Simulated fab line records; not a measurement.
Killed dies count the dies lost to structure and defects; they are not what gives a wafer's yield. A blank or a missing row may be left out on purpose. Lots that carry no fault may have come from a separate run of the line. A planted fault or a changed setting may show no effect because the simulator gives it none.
Chamber matching + flow n5Finfet + 3 sister chambers for N5_BEOL_M4_DEP_57 on pecvd-04
The step deposits SiCN from 3MS/NH3, target thk 8 nm, time 14 s. 6 wafers are shown with their chamber, then 11 later ones without.

EACH WAFER AND ITS CHAMBER
| wafer  | chamber | showerheadPlenumPTorr (Torr) | throttleValvePct (%) |
|--------|---------|------------------------------|----------------------|
| L079.4 | 2       | 3.623                        | 8.4                  |
| L084.1 | 2       | 3.632                        | 9.0                  |
| L084.6 | 1       | 3.669                        | 9.0                  |
| L085.5 | 0       | 3.670                        | 8.6                  |
| L085.6 | 1       | 3.662                        | 8.7                  |
| L086.1 | 0       | 3.673                        | 8.6                  |

WAFERS WITH NO CHAMBER GIVEN
| wafer  | showerheadPlenumPTorr (Torr) | throttleValvePct (%) |
|--------|------------------------------|----------------------|
| L086.2 | 3.634                        | 8.8                  |
| L086.4 | 3.660                        | 8.8                  |
| L087.1 | 3.667                        | 9.0                  |
| L087.5 | 3.660                        | 8.7                  |
| L087.6 | 3.622                        | 8.7                  |
| L088.1 | 3.627                        | 9.1                  |
| L088.4 | 3.663                        | 8.9                  |
| L088.5 | 3.676                        | 8.8                  |
| L097.1 | 3.636                        | 8.8                  |
| L097.2 | 3.677                        | 8.7                  |
| L097.3 | 3.665                        | 8.9                  |

CHAMBER TAKEN BY EACH
| wafer  | from the rows above     | in truth |
|--------|-------------------------|----------|
| L086.2 | 2                       | 2        |
| L086.4 | can't be placed: 1 or 0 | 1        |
| L087.1 | can't be placed: 1 or 0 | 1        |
| L087.5 | can't be placed: 1 or 0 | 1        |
| L087.6 | 2                       | 2        |
| L088.1 | 2                       | 2        |
| L088.4 | can't be placed: 1 or 0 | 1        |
| L088.5 | can't be placed: 0 or 1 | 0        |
| L097.1 | 2                       | 2        |
| L097.2 | can't be placed: 0 or 1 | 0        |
| L097.3 | can't be placed: 1 or 0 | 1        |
4 of 11 placed correctly. From these rows, 7 cannot be placed; in 7 the true chamber is one of the candidates. Number placed wrongly: 0.
How it was worked out, from the rows above alone: a wafer's distance from a chamber is the root of the sum, over the readings, of the square of ((its reading less the chamber's mean) divided by the reading's scatter). If the next closest chamber is less than 2 further off than the closest, the wafer can't be placed; otherwise it belongs to the closest. For every chamber, the mean is computed from those of its wafers that are shown. The scatter: the root of (the sum of the squares of (reading less its chamber's mean) over the shown wafers, divided by (wafers less chambers)).
